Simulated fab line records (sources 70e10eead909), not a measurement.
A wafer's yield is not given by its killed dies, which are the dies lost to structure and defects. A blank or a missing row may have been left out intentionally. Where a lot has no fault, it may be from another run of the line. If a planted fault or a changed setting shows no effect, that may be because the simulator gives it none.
A struck lot beside a sound one -- flow nand-harc -- 16 out of 1302 route steps
Sound: wafers L795.2, L795.4, L795.5. Wafers struck: L802.3, L802.5, L802.6. At the end, the cause is stated.
Order at every step that has rows: each side's tool, ch and its chambers, its first start. Under that, the readings that differ: sound wafers -- struck wafers -- difference of the means -- sigmas: that difference in standard deviations of wafers without a fault.
alike: readings with means less than 2 such deviations apart, plus words and numbers identical on both sides. not compared: withheld readings, readings lacking a value on some wafer, bounds such as >300 that could conceal the same value, and numbers that have no deviation in the record and whose values overlap.
Wherever a step has rows on one side only, a row that says differs or no value, or a row with sigmas, the two part there. Numbers that don't overlap but have no deviation are shown without sigmas and don't part them. Lack of a reading on every wafer of one side parts them only where that side has two or more wafers.

first, 4 steps without rows for these wafers: NHARC_A_ZERO_WELL_EBR_06; NHARC_A_ZERO_WELL_EXPOSE_07 (exposes mask A ZERO); NHARC_A_ZERO_WELL_PEB_08 (peb time 80 s); NHARC_A_ZERO_WELL_DEVELOP_09 (time 50 s).
NHARC_A_ZERO_WELL_CD_MEAS_10: target cd 2000 nm.
  sound on cd-sem-03 ch 0, day 7 13:20; struck on cd-sem-03 ch 0, day 10 19:56
  alike: cd-nm
then, 1 step without rows for these wafers: NHARC_A_ZERO_WELL_HARDBAKE_11 (time 65 s).
NHARC_A_ZERO_WELL_DESCUM_12: chemistry O2, time 3 s.
  sound on rie-diel-06 ch 1,3, day 7 13:30; struck on rie-diel-06 ch 2,3, day 10 20:06
  alike: drypump-motor-current-A, oes-product-au, rf-vpp-V, showerhead-plenum-p-Torr, throttle-valve-pct
  not compared: rf-hours-counter-h
NHARC_A_ZERO_WELL_ETCH_19: etches the open film in N2/H2, target depth 80 nm, overetch 24 nm, time 87.88 s.
  sound on rie-diel-06 ch 1,3, day 7 13:35; struck on rie-diel-06 ch 1,2,3, day 10 20:11
  alike: drypump-motor-current-A, oes-product-au, rf-vpp-V, showerhead-plenum-p-Torr, throttle-valve-pct
  not compared: rf-hours-counter-h
NHARC_A_ZERO_WELL_ETCH_13: etches the open film in HBr/Cl2, target depth 120 nm, time 40.1 s.
  sound on rie-si-05 ch 0,2,3, day 7 13:43; struck on rie-si-03 ch 0,1, day 10 20:17
  alike: drypump-motor-current-A, oes-product-au, throttle-valve-pct
  not compared: rf-hours-counter-h
then, 2 steps without rows for these wafers: NHARC_A_ZERO_WELL_STRIP_14 (strips in SPM, time 900 s); NHARC_A_ZERO_WELL_IMPLANT_15.
NHARC_A_ZERO_WELL_PRECLEAN_22: cleans in SC1, time 60 s.
  sound on wet-bench-01 ch 3,5,6, day 7 14:28; struck on wet-bench-01 ch 1,3,5, day 10 21:05
then, 1 step without rows for these wafers: NHARC_A_ZERO_WELL_SRD_23.
NHARC_A_ZERO_WELL_RTA_16: time 10 s.
  sound on rtp-anneal-02 ch 0, day 7 14:38; struck on rtp-anneal-02 ch 0, day 10 21:17
  alike: lamp-power-pct, wafer_temp_C_max
NHARC_A_ZERO_WELL_INSPECT_17:
  sound on defect-inspect-02 at day 7 14:48; struck on defect-inspect-02 at day 10 21:36
reading,sound,struck,difference,sigmas
raw-defect-count,12 16 16,802 751 817,+775,+99 or more
  not compared: hold
then, 1 step without rows for these wafers: NHARC_END_SORT_01.

## WHERE THEY PART
NHARC_A_ZERO_WELL_INSPECT_17 only, going by this record.

WHY: what had been put in by the simulator
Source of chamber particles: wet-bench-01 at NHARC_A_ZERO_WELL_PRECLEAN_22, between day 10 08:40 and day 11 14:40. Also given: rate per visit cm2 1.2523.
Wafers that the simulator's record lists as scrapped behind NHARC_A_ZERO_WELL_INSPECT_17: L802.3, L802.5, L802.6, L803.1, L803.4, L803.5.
